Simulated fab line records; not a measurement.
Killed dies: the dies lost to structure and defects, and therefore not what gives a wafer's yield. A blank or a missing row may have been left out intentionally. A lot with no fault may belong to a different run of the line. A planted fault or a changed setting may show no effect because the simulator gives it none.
fab line records + flow nand-harc
[record]
- lots = 6
- wafers = 18
- last-day = 24
route steps=1159 shown A_STAIRCASE@664 END@1159
lots untouched by any fault: they come from a run of this same line in which no faults occurred
start-h: start of the lot's first displayed wafer, in hours after the record's first day + wait-h: time in hours since the lot's previous step + " same as the row above + L1.1+2: a single row standing in for several wafers + - either no value or no given start + * or withheld: withheld + < > ~ a bound
route shown NAME@n: names a module that has steps shown in the file, with the first one's number in the route + usual: average and standard deviation across the fault-free wafers + same: alike in all rows + chamber/n: place in a boat + sites: readings site by site + _std_site: standard deviation across them + _edge_site: outer sites' mean less inner sites' + radius-mm: how far each site lies from the wafer's centre + mask NAME#n: copy n + behind: the tool/chamber that last shaped the wafer + hold: reason for holding the lot/hours on hold/outcome of the hold + device: transistor that didn't switch, given as n, p or np + end of line: tests of these same wafers at the route's end + where a step has no rows: the recipe by itself + killed: not the wafer's yield, but the dies lost to structure and defects at the first sort + map: the dies of a wafer, with x for killed, . for not killed, _ for no die there
set.NAME: the setting as run; set.NAME@STEP: as run at that earlier step + model.NAME: the simulator's own value behind a step, which no gauge read
lots at some steps of the route; a table a step, a row a wafer
services: the hour from which a tool's chamber was out of use, counted from the record's first day as start-h (under 0 if before that day), plus the number of hours and why
[[steps]]
[step NHARC_A_STAIRCASE_DESCUM_291]
[recipe]
- time-s = 3
- o2-flow-sccm = 200
- ar-flow-sccm = 0
- bias-power-w = 0
- chemistry = O2
[step NHARC_A_STAIRCASE_ETCH_292]
[recipe]
- cf4-flow-sccm = 100
- chf3-flow-sccm = 30
- ar-flow-sccm = 0
- rf-w = 500
- bias-w = 200
- chemistry = CF4/CHF3
[usual]
- chamber-pressure-mTorr = 25.001/0.024
- drypump-motor-current-A = 5.7/0.46
- oes-product-au = 0.950/0.021
- rf-vpp-V = 371.5/1.9
- showerhead-plenum-p-Torr = 1.60/0.048
- throttle-valve-pct = 16.803/0.0093
| lot.wafer | tool        | chamber | start-h | wait-h | chamber-pressure-mTorr | drypump-motor-current-A | oes-product-au | rf-hours-counter-h | rf-vpp-V | showerhead-plenum-p-Torr | throttle-valve-pct |
|-----------|-------------|---------|---------|--------|------------------------|-------------------------|----------------|--------------------|----------|--------------------------|--------------------|
| L705.2    | rie-diel-09 | 1       | 284.82  | 0.1    | 25.008                 | 6.7                     | 0.936          | 8                  | 373.5    | 1.65                     | 16.817             |
| L705.1    | "           | 2       | "       | "      | 25.016                 | 5.4                     | 0.971          | 7                  | 371.1    | 1.59                     | 16.801             |
| L705.3    | "           | 0       | "       | "      | 25.013                 | 5.5                     | 0.965          | 8                  | 372.3    | 1.65                     | 16.808             |
| L706.3    | rie-diel-04 | 1       | 285.05  | 0.1    | 25.005                 | 5.2                     | 0.945          | 62                 | 372.5    | 1.64                     | 16.808             |
| L706.1    | "           | 2       | "       | "      | 25.034                 | 5.6                     | 0.986          | 59                 | 372.9    | 1.64                     | 16.801             |
| L706.2    | "           | 0       | "       | "      | 25.007                 | 5.8                     | 0.943          | 63                 | 372.8    | 1.63                     | 16.793             |
| L716.4    | rie-diel-09 | 0       | 347.60  | 0.1    | 25.041                 | 5.5                     | 0.970          | 31                 | 372.1    | 1.64                     | 16.805             |
| L716.3    | "           | 1       | "       | "      | 24.956                 | 6.7                     | 0.963          | 29                 | 372.8    | 1.64                     | 16.798             |
| L716.2    | "           | 2       | "       | "      | 24.977                 | 5.4                     | 0.985          | 28                 | 370.2    | 1.58                     | 16.790             |
| L718.2    | rie-diel-09 | 2       | 360.35  | 0.1    | 24.987                 | 5.4                     | 0.933          | 32                 | 370.6    | 1.58                     | 16.782             |
| L718.4    | "           | 3       | "       | "      | 25.012                 | 5.7                     | 0.950          | 34                 | 368.2    | 1.52                     | 16.812             |
| L718.6    | "           | 1       | "       | "      | 25.014                 | 6.7                     | 0.935          | -                  | 373.2    | 1.64                     | 16.796             |
| L722.3    | rie-diel-09 | 3       | 380.26  | 0.1    | 25.019                 | 5.7                     | 0.997          | 42                 | 369.0    | 1.51                     | 16.779             |
| L722.1    | "           | 0       | "       | "      | 25.001                 | 5.5                     | 0.981          | 44                 | 373.0    | 1.64                     | 16.820             |
| L722.6    | "           | 3       | "       | "      | 24.962                 | 5.7                     | 0.977          | -                  | 370.0    | 1.51                     | 16.800             |
| L723.4    | rie-diel-09 | 2       | 382.79  | 0.1    | 24.982                 | 5.4                     | 0.913          | 41                 | 370.9    | 1.58                     | 16.812             |
| L723.6    | "           | 2       | "       | "      | 24.980                 | 5.4                     | 0.913          | -                  | 371.2    | 1.58                     | 16.807             |
| L723.5    | "           | 3       | "       | "      | 24.982                 | 5.7                     | 0.932          | -                  | 367.9    | 1.51                     | 16.805             |
[step NHARC_A_STAIRCASE_HM_OPEN_460]
[recipe]
- o2-flow-sccm = 400
- cos-flow-sccm = 20
- ar-flow-sccm = 0
- rf-w = 500
- bias-w = 300
- chemistry = O2/COS
[usual]
- chamber-pressure-mTorr = 20.002/0.02
- cos-flow-sccm = 20.00/0.061
- drypump-motor-current-A = 5.7/0.42
- oes-product-au = 1.005/0.0095
- rf-vpp-V = 468.0/2.1
- showerhead-plenum-p-Torr = 3.17/0.096
- throttle-valve-pct = 28.330/0.0095
| lot.wafer | tool        | chamber | start-h | wait-h | chamber-pressure-mTorr | cos-flow-sccm | drypump-motor-current-A | oes-product-au | rf-hours-counter-h | rf-vpp-V | showerhead-plenum-p-Torr | throttle-valve-pct |
|-----------|-------------|---------|---------|--------|------------------------|---------------|-------------------------|----------------|--------------------|----------|--------------------------|--------------------|
| L705.3    | rie-diel-09 | 2       | -       | -      | 20.026                 | 19.97         | 5.4                     | 1.012          | 7                  | 468.6    | 3.15                     | 28.333             |
| L705.2    | "           | 3       | "       | "      | 20.017                 | 20.00         | 5.7                     | 1.006          | 7                  | 464.5    | 3.02                     | 28.333             |
| L705.1    | "           | 1       | "       | "      | 20.031                 | 19.96         | 6.7                     | 0.974          | 8                  | 469.5    | 3.27                     | 28.319             |
| L706.2    | rie-diel-04 | 2       | -       | -      | 19.997                 | 19.91         | 5.6                     | 1.010          | 59                 | 469.1    | 3.25                     | 28.328             |
| L706.1    | "           | 0       | "       | "      | 20.022                 | 19.92         | 5.8                     | 1.003          | 63                 | 468.9    | 3.23                     | 28.342             |
| L706.3    | "           | 1       | "       | "      | 20.034                 | 19.98         | 5.2                     | 1.002          | 62                 | 468.9    | 3.26                     | 28.351             |
| L716.3    | rie-diel-09 | 2       | -       | -      | 19.977                 | 19.95         | 5.4                     | 1.002          | 28                 | 468.5    | 3.14                     | 28.334             |
| L716.2    | "           | 3       | "       | "      | 20.014                 | 19.99         | 5.8                     | 1.008          | 30                 | 464.5    | 3.01                     | 28.342             |
| L716.4    | "           | 0       | "       | "      | 20.036                 | 19.97         | 5.5                     | 1.012          | 31                 | 470.5    | 3.26                     | 28.316             |
| L718.2    | rie-diel-09 | 0       | -       | -      | 19.950                 | 20.07         | 5.5                     | 0.999          | 35                 | 469.4    | 3.26                     | 28.320             |
| L718.4    | "           | 1       | "       | "      | 19.974                 | 20.03         | 6.7                     | 0.997          | 34                 | 469.7    | 3.25                     | 28.333             |
| L718.6    | "           | 3       | "       | "      | 20.018                 | 20.02         | 5.7                     | 1.006          | -                  | 464.5    | 3.01                     | 28.333             |
| L722.1    | rie-diel-09 | 2       | -       | -      | 20.022                 | 19.89         | 5.4                     | 0.992          | 41                 | 467.8    | 3.14                     | 28.321             |
| L722.3    | "           | 0       | "       | "      | 19.982                 | 20.05         | 5.5                     | 1.004          | 44                 | 468.9    | 3.25                     | 28.343             |
| L722.6    | "           | 3       | "       | "      | 19.970                 | 20.11         | 5.7                     | 1.000          | -                  | 463.1    | 3.00                     | 28.344             |
| L723.4    | rie-diel-09 | 3       | -       | -      | 19.964                 | 20.00         | 5.7                     | 1.006          | 43                 | 464.2    | 3.00                     | 28.326             |
| L723.6    | "           | 3       | "       | "      | 20.021                 | 20.05         | 5.7                     | 1.007          | -                  | 463.9    | 3.00                     | 28.336             |
| L723.5    | "           | 0       | "       | "      | 20.013                 | 19.97         | 5.5                     | 1.014          | -                  | 470.1    | 3.25                     | 28.331             |
[step NHARC_A_STAIRCASE_STRIP_461]
[recipe]
- o2-flow-sccm = 400
- cos-flow-sccm = 20
- ar-flow-sccm = 0
- bias-w = 0
- chemistry = O2/COS
[step NHARC_A_STAIRCASE_ETCH_452]
[recipe]
- target-depth-a = 300
- overetch-a = 30
- time-s = 16.5
- ion-energy-ev = 100
- cf4-flow-sccm = 80
- o2-flow-sccm = 20
- ar-flow-sccm = 0
- rf-w = 300
- bias-w = 100
- chemistry = CF4/O2
[usual]
- chamber-pressure-mTorr = 29.999/0.027
- drypump-motor-current-A = 5.7/0.42
- oes_f_703_au = 1.000/0.0044
- oes-product-au = 1.003/0.0095
- rf-vpp-V = 198.3/1.3
- showerhead-plenum-p-Torr = 1.36/0.042
- throttle-valve-pct = 13.397/0.0089
| lot.wafer | tool        | chamber | start-h | wait-h | chamber-pressure-mTorr | drypump-motor-current-A | oes_f_703_au | oes-product-au | rf-hours-counter-h | rf-vpp-V | showerhead-plenum-p-Torr | throttle-valve-pct |
|-----------|-------------|---------|---------|--------|------------------------|-------------------------|--------------|----------------|--------------------|----------|--------------------------|--------------------|
| L705.2    | rie-diel-09 | 1       | -       | -      | 30.004                 | 6.7                     | 1.008        | 0.975          | 8                  | 198.1    | 1.40                     | 13.409             |
| L705.1    | "           | 2       | "       | "      | 29.974                 | 5.4                     | 0.999        | 0.986          | 7                  | 197.3    | 1.35                     | 13.397             |
| L705.3    | "           | 0       | "       | "      | 29.980                 | 5.5                     | 1.008        | 1.010          | 8                  | 198.0    | 1.40                     | 13.405             |
| L706.3    | rie-diel-04 | 3       | -       | -      | 30.013                 | 6.0                     | 0.996        | 1.009          | 63                 | 197.8    | 1.33                     | 13.403             |
| L706.1    | "           | 1       | "       | "      | 29.988                 | 5.2                     | 0.999        | 1.000          | 62                 | 198.2    | 1.39                     | 13.386             |
| L706.2    | "           | 2       | "       | "      | 30.008                 | 5.6                     | 0.999        | 1.006          | 59                 | 198.2    | 1.39                     | 13.394             |
| L716.3    | rie-diel-09 | 1       | -       | -      | 30.020                 | 6.7                     | 0.999        | 0.977          | 29                 | 199.9    | 1.39                     | 13.402             |
| L716.2    | "           | 2       | "       | "      | 29.964                 | 5.4                     | 0.993        | 0.991          | 28                 | 199.4    | 1.34                     | 13.392             |
| L716.4    | "           | 0       | "       | "      | 30.084                 | 5.5                     | 1.000        | 1.003          | 31                 | 198.4    | 1.40                     | 13.398             |
| L718.4    | rie-diel-09 | 2       | -       | -      | 30.009                 | 5.4                     | 1.001        | 0.995          | 32                 | 198.5    | 1.34                     | 13.387             |
| L718.2    | "           | 3       | "       | "      | 30.004                 | 5.7                     | 0.999        | 1.007          | 34                 | 197.2    | 1.28                     | 13.401             |
| L718.6    | "           | 0       | "       | "      | 30.025                 | 5.5                     | 0.994        | 1.017          | -                  | 199.9    | 1.40                     | 13.390             |
| L722.1    | rie-diel-09 | 3       | -       | -      | 29.984                 | 5.7                     | 1.002        | 1.014          | 42                 | 197.0    | 1.28                     | 13.397             |
| L722.3    | "           | 0       | "       | "      | 29.948                 | 5.5                     | 0.999        | 0.998          | 44                 | 197.2    | 1.39                     | 13.391             |
| L722.6    | "           | 3       | "       | "      | 30.027                 | 5.7                     | 1.000        | 1.008          | -                  | 196.5    | 1.28                     | 13.384             |
| L723.4    | rie-diel-09 | 0       | -       | -      | 30.034                 | 5.5                     | 0.997        | 1.008          | 45                 | 199.0    | 1.39                     | 13.395             |
| L723.5    | "           | 3       | "       | "      | 29.993                 | 5.7                     | 1.009        | 1.004          | -                  | 196.0    | 1.28                     | 13.404             |
| L723.6    | "           | 0       | "       | "      | 29.978                 | 5.5                     | 1.001        | 1.007          | -                  | 199.9    | 1.39                     | 13.380             |
[step NHARC_A_STAIRCASE_ETCH_294]
[recipe]
- target-depth-a = 49920
- time-s = 1212.4
- ion-energy-ev = 800
- c4f8-flow-sccm = 80
- o2-flow-sccm = 60
- ar-flow-sccm = withheld
- rf-w = 600
- bias-w = 3000
- chemistry = C4F8/O2/Ar
[usual]
- chamber-pressure-mTorr = 24.999/0.021
- oes-product-au = 0.935/0.01
- rf-vpp-V = 1830/8.1
| lot.wafer | tool        | chamber | start-h | wait-h | chamber-pressure-mTorr | oes-product-au | rf-hours-counter-h | rf-vpp-V |
|-----------|-------------|---------|---------|--------|------------------------|----------------|--------------------|----------|
| L705.3    | rie-diel-09 | 3       | -       | -      | 25.010                 | 0.940          | 7                  | 1818     |
| L705.2    | "           | 0       | "       | "      | 24.990                 | 0.951          | 8                  | 1838     |
| L705.1    | "           | 2       | "       | "      | 24.994                 | 0.935          | 7                  | 1830     |
| L706.3    | rie-diel-04 | 3       | -       | -      | 25.017                 | 0.935          | 63                 | 1825     |
| L706.1    | "           | 0       | "       | "      | 25.002                 | 0.939          | 64                 | 1834     |
| L706.2    | "           | 2       | "       | "      | 25.017                 | 0.928          | 59                 | 1838     |
| L716.2    | rie-diel-09 | 1       | -       | -      | 24.987                 | 0.927          | 30                 | 1838     |
| L716.3    | "           | 2       | "       | "      | 24.973                 | 0.938          | 28                 | 1828     |
| L716.4    | "           | 3       | "       | "      | 24.977                 | 0.934          | 30                 | 1817     |
| L718.4    | rie-diel-09 | 3       | -       | -      | 24.983                 | 0.928          | 34                 | 1817     |
| L718.2    | "           | 2       | "       | "      | 25.019                 | 0.918          | 32                 | 1829     |
| L718.6    | "           | 0       | "       | "      | 25.015                 | 0.918          | -                  | 1838     |
| L722.3    | rie-diel-09 | 3       | -       | -      | 25.032                 | 0.957          | 42                 | 1818     |
| L722.1    | "           | 2       | "       | "      | 25.015                 | 0.939          | 41                 | 1827     |
| L722.6    | "           | 0       | "       | "      | 25.000                 | 0.951          | -                  | 1837     |
| L723.4    | rie-diel-09 | 2       | -       | -      | 24.951                 | 0.919          | 41                 | 1828     |
| L723.6    | "           | 2       | "       | "      | 25.007                 | 0.918          | -                  | 1828     |
| L723.5    | "           | 3       | "       | "      | 25.016                 | 0.931          | -                  | 1817     |
[step NHARC_A_STAIRCASE_STRIP_295]
[recipe]
- o2-flow-sccm = 500
- ar-flow-sccm = 0
- bias-w = 0
- chemistry = O2
[step NHARC_A_STAIRCASE_STRIP_296]
[recipe]
- time-s = 900
- temp-c = 130
- chemistry = SPM
[step NHARC_A_STAIRCASE_PRECLEAN_297]
[recipe]
- time-s = *
- temp-c = 50
- bath-age-min = 0
- chemistry = SC1
[step NHARC_A_STAIRCASE_SRD_298]
[step NHARC_A_STAIRCASE_HM_DEP_462]
[recipe]
- target-thk-a = 8000
- temp-c = 400
- material = aC
[usual]
- throttle-valve-pct = 34.999/0.0091
| lot.wafer | tool       | chamber | start-h | wait-h | throttle-valve-pct |
|-----------|------------|---------|---------|--------|--------------------|
| L705.1    | acl-dep-02 | 0       | 286.97  | 0.1    | 34.994             |
| L705.2    | "          | 0       | "       | "      | 35.001             |
| L705.3    | "          | 0       | "       | "      | 35.003             |
| L706.1    | acl-dep-01 | 0       | 287.62  | 0.1    | 34.992             |
| L706.2    | "          | 0       | "       | "      | 35.005             |
| L706.3    | "          | 0       | "       | "      | 35.012             |
| L716.2    | acl-dep-02 | 0       | 350.11  | 0.4    | 34.997             |
| L716.3    | "          | 0       | "       | "      | 35.000             |
| L716.4    | "          | 0       | "       | "      | 35.008             |
| L718.2    | acl-dep-03 | 0       | 363.60  | 0.6    | 35.004             |
| L718.4    | "          | 0       | "       | "      | 35.008             |
| L718.6    | "          | 0       | "       | "      | 34.997             |
| L722.1    | acl-dep-01 | 0       | 382.52  | 0.1    | 35.015             |
| L722.3    | "          | 0       | "       | "      | 34.994             |
| L722.6    | "          | 0       | "       | "      | 35.003             |
| L723.4    | acl-dep-01 | 0       | 387.26  | 2.3    | 35.015             |
| L723.5    | "          | 0       | "       | "      | 35.010             |
| L723.6    | "          | 0       | "       | "      | 34.992             |
[step NHARC_A_STAIRCASE_DEP_301]
[recipe]
- target-thk-a = 300
- target-thk-nm = 30
- temp-c = 400
- pressure-torr = 3.5
- flow-sccm = 200
- rf-w = 350
- material = SiON
[usual]
- heater-power-w = 738/70
- rf-fwd-power-W = 348.4/1.2
- showerhead-vpp-V = 1175/59
| lot.wafer | tool     | chamber | start-h | wait-h | heater-power-w | rf-fwd-power-W | showerhead-vpp-V |
|-----------|----------|---------|---------|--------|----------------|----------------|------------------|
| L705.2    | pecvd-03 | 2       | 288.82  | 1.2    | 637            | 348.5          | 1121             |
| L705.3    | "        | 0       | "       | "      | 682            | 345.9          | 1145             |
| L705.1    | "        | 1       | "       | "      | 698            | 347.3          | 1245             |
| L706.3    | pecvd-04 | 2       | 289.50  | 1.0    | 689            | 349.8          | 1157             |
| L706.1    | "        | 0       | "       | "      | 778            | 347.5          | 1316             |
| L706.2    | "        | 1       | "       | "      | 744            | 349.6          | 1145             |
| L716.3    | pecvd-04 | 1       | 351.66  | 0.9    | 754            | 490.9          | 1346             |
| L716.2    | "        | 2       | "       | "      | 690            | 349.3          | 1162             |
| L716.4    | "        | 2       | "       | "      | 691            | 350.0          | 1156             |
| L718.2    | pecvd-04 | 1       | 365.18  | 1.3    | 659            | 488.1          | 1369             |
| L718.4    | "        | 1       | "       | "      | 660            | 489.8          | 1354             |
| L718.6    | "        | 2       | "       | "      | 646            | 349.6          | 1159             |
| L722.1    | pecvd-03 | 0       | 384.38  | 1.6    | 730            | 347.1          | 1149             |
| L722.3    | "        | 1       | "       | "      | 710            | 348.0          | 1253             |
| L722.6    | "        | 2       | "       | "      | 600            | 346.4          | 1110             |
| L723.5    | pecvd-03 | 0       | 388.28  | 0.4    | 724            | 349.2          | 1156             |
| L723.4    | "        | 1       | "       | "      | 781            | 347.0          | 1224             |
| L723.6    | "        | 2       | "       | "      | 634            | 346.3          | 1106             |
[step NHARC_A_STAIRCASE_DEHYDRATE_302]
[recipe]
- temp-c = 150
- time-s = 120
[step NHARC_END_SORT_01]
[recipe]
- temp-c = 25
[usual]
- killed-at-array = 27/8.8
- killed-at-other = 0.4/0.82
- killed-at-periphery = 3.1/2.1
- killed-dies = 31/8.8
- killed-open = 3.3/2
- killed-short = 2.0/1.4
[same]
- gross-dies = 677
| lot.wafer | tool      | chamber | start-h | wait-h | killed-at-array | killed-at-other | killed-at-periphery | killed-dies | killed-open | killed-short |
|-----------|-----------|---------|---------|--------|-----------------|-----------------|---------------------|-------------|-------------|--------------|
| L716.2    | prober-01 | 0       | 517.88  | 2.8    | 31              | 0               | 6                   | 37          | 4           | 1            |
| L716.3    | prober-01 | 0       | 518.68  | 3.1    | 26              | 0               | 5                   | 31          | 1           | 3            |
| L716.4    | prober-01 | 0       | 519.49  | 3.4    | 34              | 0               | 3                   | 37          | 4           | 1            |
| L722.1    | prober-02 | 0       | 569.33  | 2.5    | 45              | 0               | 3                   | 48          | 1           | 3            |
| L722.3    | prober-02 | 0       | 570.91  | 3.1    | 48              | 0               | 2                   | 50          | 4           | 1            |
| L722.6    | prober-02 | 0       | 573.27  | 3.9    | 56              | 0               | 1                   | 57          | 7           | 0            |
| L723.4    | prober-01 | 0       | 573.90  | 3.4    | 35              | 1               | 4                   | 40          | 3           | 5            |
| L723.5    | prober-01 | 0       | 574.69  | 3.6    | 38              | 0               | 2                   | 40          | 1           | 2            |
| L723.6    | prober-01 | 0       | 575.48  | 3.9    | 36              | 0               | 4                   | 40          | 2           | 5            |
// killed by level:class
L716.2 A_SLIT:chamber-film-flake=14 A_CONTACT:chamber-film-flake=7 P_GATE:chamber-film-flake=5 A_CHANNEL_HOLE_D1:chamber-film-flake=3 A_WL_FILL:geometric-particle:open=2 A_CONTACT:geometric-particle:open=2 A_ONON_D1:geometric-particle:short=1 P_ZERO_WELL:chamber-film-flake=1
L716.3 A_SLIT:chamber-film-flake=10 A_STAIRCASE:chamber-film-flake=5 A_CONTACT:chamber-film-flake=5 A_CHANNEL_HOLE_D1:chamber-film-flake=4 P_GATE:chamber-film-flake=3 P_GATE:geometric-particle:short=2 A_ONON_D1:geometric-particle:open=1 A_CONTACT:geometric-particle:short=1
L716.4 A_SLIT:chamber-film-flake=17 A_CONTACT:chamber-film-flake=8 A_CONTACT:geometric-particle:open=2 P_GATE:chamber-film-flake=2 A_STAIRCASE:chamber-film-flake=2 A_CHANNEL_FILL_D1:geometric-particle:short=1 A_CHANNEL_FILL_D1:geometric-particle:open=1 A_M0:geometric-particle:open=1
L722.1 A_CHANNEL_HOLE_D1:chamber-film-flake=19 A_SLIT:chamber-film-flake=13 A_CONTACT:chamber-film-flake=5 A_WL_FILL:chamber-film-flake=3 A_BLC:chamber-film-flake=2 P_CONTACT:geometric-particle:short=1 P_CONTACT:geometric-particle:open=1 A_ONON_D1:geometric-particle:short=1
L722.3 A_CHANNEL_HOLE_D1:chamber-film-flake=17 A_SLIT:chamber-film-flake=15 A_CONTACT:chamber-film-flake=5 A_CHANNEL_FILL_D1:chamber-film-flake=2 A_STAIRCASE:chamber-film-flake=2 P_CONTACT:geometric-particle:open=1 A_SOURCE_PLATE:geometric-particle:open=1 A_ONON_D1:geometric-particle:short=1
L722.6 A_CHANNEL_HOLE_D1:chamber-film-flake=25 A_SLIT:chamber-film-flake=14 A_CONTACT:chamber-film-flake=5 A_CONTACT:geometric-particle:open=4 A_WL_FILL:chamber-film-flake=3 A_SOURCE_PLATE:geometric-particle:open=1 A_BLC:geometric-particle:open=1 A_M0:geometric-particle:open=1
L723.4 A_SLIT:chamber-film-flake=11 A_CHANNEL_HOLE_D1:chamber-film-flake=9 A_CONTACT:chamber-film-flake=5 A_STAIRCASE:chamber-film-flake=4 A_SGD_CUT:geometric-particle:short=2 A_WL_FILL:geometric-particle:short=2 P_M1:chamber-film-flake=2 P_CONTACT:geometric-particle:short=1
L723.5 A_SLIT:chamber-film-flake=16 A_CONTACT:chamber-film-flake=10 A_STAIRCASE:chamber-film-flake=6 A_CHANNEL_HOLE_D1:chamber-film-flake=4 P_CONTACT:geometric-particle:open=1 A_ONON_D1:geometric-particle:short=1 A_M1:geometric-particle:short=1 P_M1:chamber-film-flake=1
L723.6 A_SLIT:chamber-film-flake=15 A_CONTACT:chamber-film-flake=6 A_STAIRCASE:chamber-film-flake=5 P_M1:chamber-film-flake=3 A_ONON_D1:geometric-particle:short=2 A_CHANNEL_FILL_D1:geometric-particle:short=2 A_CHANNEL_HOLE_D1:chamber-film-flake=2 A_WL_FILL:chamber-film-flake=2
[[services]]
| tool        | chamber | start-h | hours | kind   |
|-------------|---------|---------|-------|--------|
| rie-diel-09 | 0       | 263.10  | -     | clean  |
| rie-diel-09 | 1       | 263.10  | -     | clean  |
| rie-diel-09 | 2       | 263.10  | -     | clean  |
| rie-diel-09 | 3       | 263.10  | -     | clean  |
| rie-diel-09 | 0       | 287.64  | -     | clean  |
| rie-diel-09 | 1       | 287.64  | -     | clean  |
| rie-diel-09 | 2       | 287.64  | -     | clean  |
| rie-diel-09 | 3       | 287.64  | -     | clean  |
| rie-diel-04 | -       | 288.90  | 9.0   | pm     |
| pecvd-03    | -       | 292.37  | 13.0  | pm     |
| acl-dep-01  | -       | 292.65  | 13.0  | pm     |
| rie-diel-09 | -       | 303.60  | 1.2   | repair |
| rie-diel-09 | 0       | 312.32  | -     | clean  |
| rie-diel-09 | 1       | 312.32  | -     | clean  |
| rie-diel-09 | 2       | 312.32  | -     | clean  |
| rie-diel-09 | 3       | 312.32  | -     | clean  |
| acl-dep-02  | -       | 330.75  | 9.8   | repair |
| rie-diel-09 | 0       | 336.82  | -     | clean  |
| rie-diel-09 | 1       | 336.82  | -     | clean  |
| rie-diel-09 | 2       | 336.82  | -     | clean  |
| rie-diel-09 | 3       | 336.82  | -     | clean  |
| acl-dep-02  | -       | 351.64  | 13.0  | pm     |
| pecvd-04    | -       | 376.24  | 13.0  | pm     |
| rie-diel-09 | -       | 376.62  | 0.7   | repair |
[[key]]
[first-sign]
- step = NHARC_A_STAIRCASE_DEP_301
- reading = rf-fwd-power-W
- direction = up
- sigmas = 99+
- usual = *
- struck = *
[effect]
- step = NHARC_A_STAIRCASE_DEP_301
- reading = showerhead-vpp-V
- direction = up
- sigmas = 3.1
- usual = 1175
- struck = 1356
met-at NHARC_A_STAIRCASE_DEP_301
struck-wafers L716.3,L718.2,L718.4
tester-left-out L716,L718
onset-between 289.50 351.66
[fault]
- kind = process-parameter-drift
- tool = pecvd-04
- chamber = 1
- onset-h = 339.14
- steps = NHARC_A_STAIRCASE_DEP_301
- channel = rf-w
- offset = *
- shape = step
- end-h = 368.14
- acts-in = *
- stated = *
// tester-left-out: of these lots the tester's yield and bins aren't shown, on N5 and GAA mostly nor the transistor test; their killed dies are dies lost to structure and defects alone, not to doping, threshold or leakage, so they don't give the yield
